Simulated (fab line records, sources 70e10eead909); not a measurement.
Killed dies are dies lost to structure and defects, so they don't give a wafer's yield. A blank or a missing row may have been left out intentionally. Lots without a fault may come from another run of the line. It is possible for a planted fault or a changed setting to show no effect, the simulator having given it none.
fab line records    flow nand_harc    part 2 of 2: steps 5 to 6 of 6
[record] lots = 22  wafers = 66  last_day = 25
route steps=1159 shown A_STAIRCASE@588
lots with no fault: from the same line, run without faults
start_h: start of the lot's first displayed wafer, in hours after the record's first day    wait_h: time in hours since the lot's previous step    " as in the row above    L1.1+2: a single row standing in for several wafers    - no value present, or no start provided    * or withheld: withheld    < > ~ a bound
route shown NAME@n: NAME is a module with steps in the file, n the number in the route of the first one    usual: mean and standard deviation over wafers with no fault    same: alike in all rows    chamber/n: place in a boat    sites: the reading at each site    _std_site: standard deviation across them    _edge_site: the outer-site mean with the inner-site mean subtracted    radius_mm: for every site, how far away it sits from the centre of the wafer    mask NAME#n: copy n    behind: the last tool/chamber to shape the wafer    hold: what put the lot on hold/how long, in hours/how the hold closed    device: the n, p or np transistor that did not switch    end of line: the tests these same wafers got at the end of their route    a step without rows: its recipe alone    killed: not the wafer's yield, but the dies lost to structure and defects at the first sort    map: dies across one wafer; x = killed, . = not, _ = none there
set.NAME: the setting the step ran with; set.NAME@STEP: the setting that earlier step ran with    model.NAME: the simulator's own value behind a step, which no gauge read
the route's steps for a sample of lots (tables are steps, rows are wafers)
services: when a tool's chamber went out of use (start_h, in hours from the record's first day, below 0 if earlier), for how many hours, and the reason
[[steps]]
[step NHARC_A_STAIRCASE_TRIM_233]
[recipe] time_s = 211.2  o2_flow_sccm = 500  ar_flow_sccm = 0  bias_w = 0  chemistry = O2
[usual] chamber_pressure_mTorr = 60.00/0.052  drypump_motor_current_A = 5.8/0.41  oes_product_au = 0.993/0.013  rf_vpp_V = 57.8/0.95  showerhead_plenum_p_Torr = 3.49/0.13  throttle_valve_pct = 17.036/0.009
lot.wafer  tool         chamber  start_h  wait_h  chamber_pressure_mTorr  drypump_motor_current_A  oes_product_au  rf_hours_counter_h  rf_vpp_V  showerhead_plenum_p_Torr  throttle_valve_pct
L074.1     rie_diel-02  0        -        -       59.96                   5.9                      0.988           33                  56.6      3.34                      17.038
L074.6     "            0        "        "       60.05                   6.0                      0.987           -                   57.0      3.34                      17.037
L074.5     "            1        "        "       59.90                   6.1                      0.971           -                   58.0      3.71                      17.038
L075.3     rie_diel-02  1        -        -       59.97                   6.2                      0.974           31                  58.8      3.71                      17.038
L075.2     "            2        "        "       60.05                   5.7                      0.985           30                  58.1      3.47                      17.023
L075.1     "            3        "        "       59.95                   6.0                      1.001           35                  57.0      3.34                      17.048
L077.1     rie_diel-02  0        -        -       60.05                   6.0                      0.981           41                  56.8      3.34                      17.039
L077.2     "            1        "        "       59.98                   6.1                      0.965           37                  57.8      3.71                      17.049
L077.6     "            2        "        "       59.97                   5.7                      0.975           -                   58.9      3.46                      17.052
L079.3     rie_diel-06  1        -        -       60.11                   5.1                      0.995           6                   57.4      3.50                      17.034
L079.2     "            2        "        "       59.98                   5.9                      0.985           7                   58.2      3.50                      17.034
L079.6     "            1        "        "       60.03                   5.1                      0.996           -                   56.9      3.50                      17.056
L076.3     rie_diel-02  2        -        -       60.05                   5.7                      0.981           39                  57.5      3.46                      17.036
L076.1     "            0        "        "       60.07                   5.9                      0.988           42                  58.4      3.34                      17.039
L076.5     "            1        "        "       60.06                   6.2                      0.973           -                   59.2      3.71                      17.047
L078.4     rie_diel-02  0        -        -       59.94                   5.9                      0.994           43                  58.5      3.34                      17.026
L078.3     "            1        "        "       60.06                   6.1                      0.974           40                  58.7      3.70                      17.044
L078.6     "            0        "        "       60.04                   5.9                      0.994           -                   59.4      3.34                      17.049
L081.4     rie_diel-01  1        -        -       60.08                   5.0                      1.012           58                  57.5      3.45                      17.035
L081.3     "            2        "        "       60.06                   5.2                      1.003           59                  58.3      3.62                      17.038
L081.6     "            3        "        "       59.95                   6.6                      1.009           -                   59.9      3.68                      17.021
L080.3     rie_diel-06  2        -        -       60.05                   5.9                      0.995           17                  58.0      3.49                      17.062
L080.2     "            1        "        "       59.97                   5.1                      0.984           16                  57.3      3.49                      17.011
L080.4     "            1        "        "       60.01                   5.1                      0.988           -                   58.3      3.49                      17.045
L082.2     rie_diel-02  3        -        -       60.01                   6.0                      1.001           53                  58.2      3.33                      17.045
L082.1     "            1        "        "       60.01                   6.1                      0.985           46                  58.5      3.70                      17.025
L082.5     "            2        "        "       60.10                   5.7                      0.991           -                   56.0      3.46                      17.022
L083.1     rie_diel-02  1        -        -       60.04                   6.2                      0.975           50                  59.1      3.70                      17.044
L083.2     "            3        "        "       60.01                   6.0                      1.002           56                  57.0      3.33                      17.041
L083.5     "            0        "        "       60.01                   6.0                      0.983           -                   56.5      3.33                      17.026
L084.1     rie_diel-06  3        -        -       59.97                   6.4                      1.005           10                  59.0      3.47                      17.026
L084.6     "            2        "        "       60.05                   5.9                      0.998           -                   58.2      3.49                      17.015
L084.5     "            3        "        "       60.07                   6.4                      1.003           -                   57.3      3.47                      17.024
L085.2     rie_diel-06  0        -        -       60.00                   5.7                      0.988           32                  57.7      3.51                      17.032
L085.6     "            0        "        "       60.00                   5.7                      0.974           -                   56.4      3.51                      17.024
L085.5     "            1        "        "       60.06                   5.1                      0.989           -                   58.8      3.48                      17.038
L086.1     rie_diel-02  1        -        -       60.00                   6.1                      0.990           1                   58.5      3.70                      17.037
L086.3     "            2        "        "       59.95                   5.7                      0.997           1                   57.4      3.45                      17.028
L086.5     "            0        "        "       59.97                   5.9                      1.002           -                   58.3      3.33                      17.022
L091.4     rie_diel-01  2        -        -       59.96                   5.2                      1.020           11                  56.8      3.60                      17.051
L091.5     "            1        "        "       59.95                   5.0                      1.016           -                   57.4      3.44                      17.033
L091.6     "            2        "        "       60.01                   5.1                      1.023           -                   59.0      3.60                      17.055
L090.3     rie_diel-01  3        -        -       59.99                   6.6                      0.986           13                  59.6      3.66                      17.038
L090.1     "            2        "        "       60.05                   5.1                      1.021           12                  57.4      3.60                      17.045
L090.5     "            3        "        "       59.98                   6.6                      0.997           -                   57.3      3.66                      17.051
L092.3     rie_diel-02  1        -        -       60.06                   6.2                      0.981           9                   58.0      3.69                      17.035
L092.1     "            2        "        "       60.02                   5.7                      0.982           8                   56.8      3.44                      17.035
L092.4     "            0        "        "       60.02                   6.0                      0.998           4                   56.3      3.32                      17.026
L089.3     rie_diel-02  1        -        -       59.99                   6.1                      0.982           9                   58.5      3.69                      17.032
L089.6     "            2        "        "       60.08                   5.7                      0.982           -                   59.4      3.44                      17.028
L089.5     "            3        "        "       60.03                   6.0                      0.998           -                   57.0      3.32                      17.035
L093.1     rie_diel-02  2        -        -       59.93                   5.7                      0.990           10                  58.5      3.44                      17.025
L093.4     "            3        "        "       60.11                   6.0                      1.003           10                  57.2      3.32                      17.034
L093.3     "            0        "        "       59.93                   6.0                      0.998           6                   56.9      3.32                      17.029
L094.1     rie_diel-01  0        -        -       59.97                   5.8                      0.987           16                  57.5      3.63                      17.030
L094.3     "            2        "        "       59.92                   5.2                      1.022           15                  59.5      3.60                      17.025
L094.6     "            0        "        "       60.04                   5.9                      0.992           -                   57.1      3.63                      17.033
L096.3     rie_diel-06  2        -        -       59.98                   5.9                      1.002           50                  59.2      3.47                      17.037
L096.1     "            0        "        "       60.04                   5.7                      0.989           51                  56.9      3.50                      17.033
L096.2     "            1        "        "       59.95                   5.1                      0.990           48                  56.9      3.47                      17.044
L095.3     rie_diel-06  1        -        -       60.00                   5.1                      0.979           48                  58.7      3.47                      17.033
L095.5     "            0        "        "       60.06                   5.7                      0.978           -                   56.4      3.50                      17.029
L095.6     "            1        "        "       59.99                   5.1                      0.973           -                   56.2      3.47                      17.041
L097.1     rie_diel-02  3        -        -       59.91                   6.0                      0.991           18                  57.2      3.32                      17.045
L097.3     "            3        "        "       60.13                   6.0                      0.990           -                   56.3      3.32                      17.037
L097.4     "            0        "        "       60.06                   6.0                      1.003           -                   57.8      3.32                      17.040
[step NHARC_A_STAIRCASE_ETCH_236]
[recipe] target_depth_a = 1000  time_s = 40.5  ion_energy_ev = 400  c4f8_flow_sccm = 20  o2_flow_sccm = 10  ar_flow_sccm = withheld  rf_w = 600  bias_w = 1000  chemistry = C4F8/O2
[usual] chamber_pressure_mTorr = 25.000/0.021  oes_product_au = 0.935/0.013  rf_vpp_V = 895/4.7
lot.wafer  tool         chamber  start_h  wait_h  chamber_pressure_mTorr  oes_product_au  rf_hours_counter_h  rf_vpp_V
L074.1     rie_diel-02  3        -        -       25.012                  0.925           34                  889
L074.5     "            1        "        "       24.998                  0.902           -                   903
L074.6     "            2        "        "       24.998                  0.920           -                   893
L075.2     rie_diel-02  0        -        -       24.990                  0.928           34                  889
L075.3     "            1        "        "       25.016                  0.927           31                  903
L075.1     "            2        "        "       25.018                  0.938           30                  894
L077.1     rie_diel-02  2        -        -       24.986                  0.921           38                  895
L077.2     "            0        "        "       25.012                  0.939           41                  887
L077.6     "            3        "        "       25.013                  0.936           -                   889
L079.3     rie_diel-06  1        -        -       25.031                  0.926           6                   893
L079.2     "            2        "        "       24.970                  0.926           8                   895
L079.6     "            0        "        "       25.036                  0.931           -                   896
L076.3     rie_diel-02  1        -        -       25.012                  0.925           39                  902
L076.1     "            3        "        "       24.980                  0.944           44                  889
L076.5     "            1        "        "       25.006                  0.912           -                   903
L078.4     rie_diel-02  2        -        -       25.005                  0.937           41                  894
L078.3     "            3        "        "       25.019                  0.960           46                  889
L078.6     "            2        "        "       24.994                  0.941           -                   893
L081.4     rie_diel-01  2        -        -       25.015                  0.942           59                  899
L081.3     "            3        "        "       25.030                  0.943           59                  901
L081.6     "            2        "        "       24.994                  0.950           -                   899
L080.3     rie_diel-06  0        -        -       24.960                  0.920           17                  896
L080.2     "            2        "        "       24.972                  0.923           17                  894
L080.4     "            2        "        "       25.026                  0.927           -                   894
L082.1     rie_diel-02  3        -        -       25.011                  0.953           53                  889
L082.2     "            0        "        "       24.987                  0.925           50                  888
L082.5     "            0        "        "       24.980                  0.923           -                   889
L083.1     rie_diel-02  1        -        -       24.963                  0.918           50                  902
L083.2     "            2        "        "       25.007                  0.929           51                  892
L083.5     "            2        "        "       24.991                  0.935           -                   895
L084.1     rie_diel-06  0        -        -       24.989                  0.937           22                  893
L084.5     "            2        "        "       25.001                  0.940           -                   895
L084.6     "            3        "        "       24.988                  0.941           -                   893
L085.2     rie_diel-06  1        -        -       24.975                  0.934           31                  893
L085.6     "            2        "        "       25.023                  0.939           -                   894
L085.5     "            3        "        "       24.987                  0.958           -                   894
L086.1     rie_diel-02  1        -        -       24.972                  0.926           2                   903
L086.3     "            2        "        "       24.937                  0.928           2                   894
L086.5     "            2        "        "       24.986                  0.920           -                   893
L091.4     rie_diel-01  2        -        -       24.999                  0.937           11                  899
L091.6     "            2        "        "       24.998                  0.962           -                   898
L091.5     "            3        "        "       24.996                  0.932           -                   900
L090.3     rie_diel-01  3        -        -       24.974                  0.941           13                  901
L090.1     "            1        "        "       24.984                  0.940           12                  893
L090.5     "            3        "        "       24.995                  0.940           -                   899
L092.3     rie_diel-02  1        -        -       24.958                  0.940           9                   902
L092.4     "            2        "        "       25.042                  0.927           9                   895
L092.1     "            3        "        "       25.007                  0.936           8                   889
L089.3     rie_diel-02  0        -        -       25.016                  0.940           5                   887
L089.5     "            0        "        "       25.017                  0.944           -                   889
L089.6     "            1        "        "       24.997                  0.925           -                   901
L093.4     rie_diel-02  1        -        -       24.991                  0.915           11                  902
L093.1     "            3        "        "       24.986                  0.927           10                  889
L093.3     "            0        "        "       24.988                  0.921           6                   888
L094.3     rie_diel-01  1        -        -       24.990                  0.960           15                  893
L094.1     "            2        "        "       25.024                  0.973           15                  899
L094.6     "            3        "        "       25.013                  0.947           -                   901
L096.1     rie_diel-06  3        -        -       25.020                  0.943           41                  894
L096.3     "            0        "        "       24.995                  0.922           52                  895
L096.2     "            1        "        "       25.019                  0.919           48                  894
L095.3     rie_diel-06  0        -        -       24.988                  0.928           52                  896
L095.5     "            1        "        "       24.981                  0.931           -                   893
L095.6     "            2        "        "       24.987                  0.934           -                   895
L097.1     rie_diel-02  0        -        -       25.026                  0.938           14                  888
L097.4     "            3        "        "       24.987                  0.942           -                   888
L097.3     "            0        "        "       24.992                  0.938           -                   888
[[services]]
tool             chamber  start_h  hours  kind
rie_diel-06      2        213.47   15.6   repair
rie_diel-02      -        222.35   0.2    repair
plasma_asher-01  -        222.52   0.9    repair
rie_diel-02      0        233.24   -      clean
rie_diel-02      1        233.24   -      clean
rie_diel-02      2        233.24   -      clean
rie_diel-02      3        233.24   -      clean
rie_diel-06      -        241.28   9.0    pm
rie_diel-02      0        258.52   -      clean
rie_diel-02      1        258.52   -      clean
rie_diel-02      2        258.52   -      clean
rie_diel-02      3        258.52   -      clean
rie_diel-06      3        261.21   33.1   repair
rie_diel-06      -        267.38   0.8    repair
plasma_asher-01  -        276.62   9.0    pm
rie_diel-06      2        280.77   1.3    repair
rie_diel-02      0        283.04   -      clean
plasma_asher-01  -        309.51   4.4    repair
rie_diel-01      -        314.80   9.0    pm
rie_diel-02      -        327.70   9.0    pm
plasma_asher-02  -        360.03   9.0    pm
rie_diel-02      0        369.04   2.8    repair
rie_diel-02      1        376.46   9.8    repair
rie_diel-02      2        382.81   3.4    repair
